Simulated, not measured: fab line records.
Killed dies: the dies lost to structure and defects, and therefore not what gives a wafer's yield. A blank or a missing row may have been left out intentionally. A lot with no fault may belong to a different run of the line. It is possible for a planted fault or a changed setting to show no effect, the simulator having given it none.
Chamber matching || flow n5_finfet || 4 sister chambers for N5_BEOL_M8_ETCH_62 on rie_diel-05
The step etches SOC in N2/H2, target depth 110 nm, overetch 22 nm, time 165 s. 14 wafers are shown with their chamber, then 7 later ones without.

EACH WAFER AND ITS CHAMBER
{"wafer": "L078.1", "chamber": 3, "drypump_motor_current_A (A)": 5.9, "showerhead_plenum_p_Torr (Torr)": 2.51, "oes_product_au (a.u.)": 0.60}
{"wafer": "L078.2", "chamber": 2, "drypump_motor_current_A (A)": 5.3, "showerhead_plenum_p_Torr (Torr)": 2.57, "oes_product_au (a.u.)": 0.65}
{"wafer": "L078.6", "chamber": 3, "drypump_motor_current_A (A)": 5.8, "showerhead_plenum_p_Torr (Torr)": 2.51, "oes_product_au (a.u.)": 0.60}
{"wafer": "L083.1", "chamber": 3, "drypump_motor_current_A (A)": 5.8, "showerhead_plenum_p_Torr (Torr)": 2.51, "oes_product_au (a.u.)": 0.59}
{"wafer": "L083.2", "chamber": 1, "drypump_motor_current_A (A)": 5.3, "showerhead_plenum_p_Torr (Torr)": 2.62, "oes_product_au (a.u.)": 0.74}
{"wafer": "L083.4", "chamber": 0, "drypump_motor_current_A (A)": 6.0, "showerhead_plenum_p_Torr (Torr)": 2.42, "oes_product_au (a.u.)": 0.59}
{"wafer": "L086.2", "chamber": 0, "drypump_motor_current_A (A)": 6.0, "showerhead_plenum_p_Torr (Torr)": 2.41, "oes_product_au (a.u.)": 0.59}
{"wafer": "L086.4", "chamber": 3, "drypump_motor_current_A (A)": 5.8, "showerhead_plenum_p_Torr (Torr)": 2.50, "oes_product_au (a.u.)": 0.59}
{"wafer": "L086.6", "chamber": 2, "drypump_motor_current_A (A)": 5.3, "showerhead_plenum_p_Torr (Torr)": 2.56, "oes_product_au (a.u.)": 0.63}
{"wafer": "L085.1", "chamber": 1, "drypump_motor_current_A (A)": 5.3, "showerhead_plenum_p_Torr (Torr)": 2.61, "oes_product_au (a.u.)": 0.72}
{"wafer": "L085.3", "chamber": 3, "drypump_motor_current_A (A)": 5.8, "showerhead_plenum_p_Torr (Torr)": 2.50, "oes_product_au (a.u.)": 0.59}
{"wafer": "L085.4", "chamber": 2, "drypump_motor_current_A (A)": 5.3, "showerhead_plenum_p_Torr (Torr)": 2.56, "oes_product_au (a.u.)": 0.63}
{"wafer": "L089.3", "chamber": 2, "drypump_motor_current_A (A)": 5.3, "showerhead_plenum_p_Torr (Torr)": 2.56, "oes_product_au (a.u.)": 0.62}
{"wafer": "L089.4", "chamber": 3, "drypump_motor_current_A (A)": 5.8, "showerhead_plenum_p_Torr (Torr)": 2.50, "oes_product_au (a.u.)": 0.59}

SIGNATURES, as means of the wafers listed above
{"reading": "drypump_motor_current_A", "chamber 0": 6.000, "chamber 1": 5.300, "chamber 2": 5.300, "chamber 3": 5.817, "scatter within a chamber": 0.0289}
{"reading": "showerhead_plenum_p_Torr", "chamber 0": 2.4150, "chamber 1": 2.6150, "chamber 2": 2.5625, "chamber 3": 2.5050, "scatter within a chamber": 0.0057}
{"reading": "oes_product_au", "chamber 0": 0.5900, "chamber 1": 0.7300, "chamber 2": 0.6325, "chamber 3": 0.5933, "scatter within a chamber": 0.00899}
Rule: a wafer lies at a distance from a chamber equal to the root of the sum of squares, over the readings, of (its reading less the chamber's mean, divided by the reading's scatter). The wafer belongs to the nearest chamber; if the next one is less than 2 further off, it can't be placed. The scatter: take each reading less its chamber's mean, square it, sum over the shown wafers, divide by the number of wafers less the number of chambers, and take the root.

WAFERS MISSING THEIR CHAMBER
{"wafer": "L089.6", "drypump_motor_current_A (A)": 5.3, "showerhead_plenum_p_Torr (Torr)": 2.56, "oes_product_au (a.u.)": 0.63}
{"wafer": "L094.2", "drypump_motor_current_A (A)": 5.8, "showerhead_plenum_p_Torr (Torr)": 2.50, "oes_product_au (a.u.)": 0.59}
{"wafer": "L094.3", "drypump_motor_current_A (A)": 6.0, "showerhead_plenum_p_Torr (Torr)": 2.41, "oes_product_au (a.u.)": 0.58}
{"wafer": "L094.5", "drypump_motor_current_A (A)": 5.3, "showerhead_plenum_p_Torr (Torr)": 2.56, "oes_product_au (a.u.)": 0.62}
{"wafer": "L096.4", "drypump_motor_current_A (A)": 5.3, "showerhead_plenum_p_Torr (Torr)": 2.56, "oes_product_au (a.u.)": 0.61}
{"wafer": "L096.5", "drypump_motor_current_A (A)": 6.0, "showerhead_plenum_p_Torr (Torr)": 2.40, "oes_product_au (a.u.)": 0.57}
{"wafer": "L096.6", "drypump_motor_current_A (A)": 5.3, "showerhead_plenum_p_Torr (Torr)": 2.60, "oes_product_au (a.u.)": 0.69}

CHAMBER TAKEN BY EACH
{"wafer": "L089.6", "from the rows above": 2, "in truth": 2}
{"wafer": "L094.2", "from the rows above": 3, "in truth": 3}
{"wafer": "L094.3", "from the rows above": 0, "in truth": 0}
{"wafer": "L094.5", "from the rows above": 2, "in truth": 2}
{"wafer": "L096.4", "from the rows above": 2, "in truth": 2}
{"wafer": "L096.5", "from the rows above": 0, "in truth": 0}
{"wafer": "L096.6", "from the rows above": 1, "in truth": 1}
Placed correctly: 7 of 7. From these rows, 0 cannot be placed. Wrongly placed: 0.
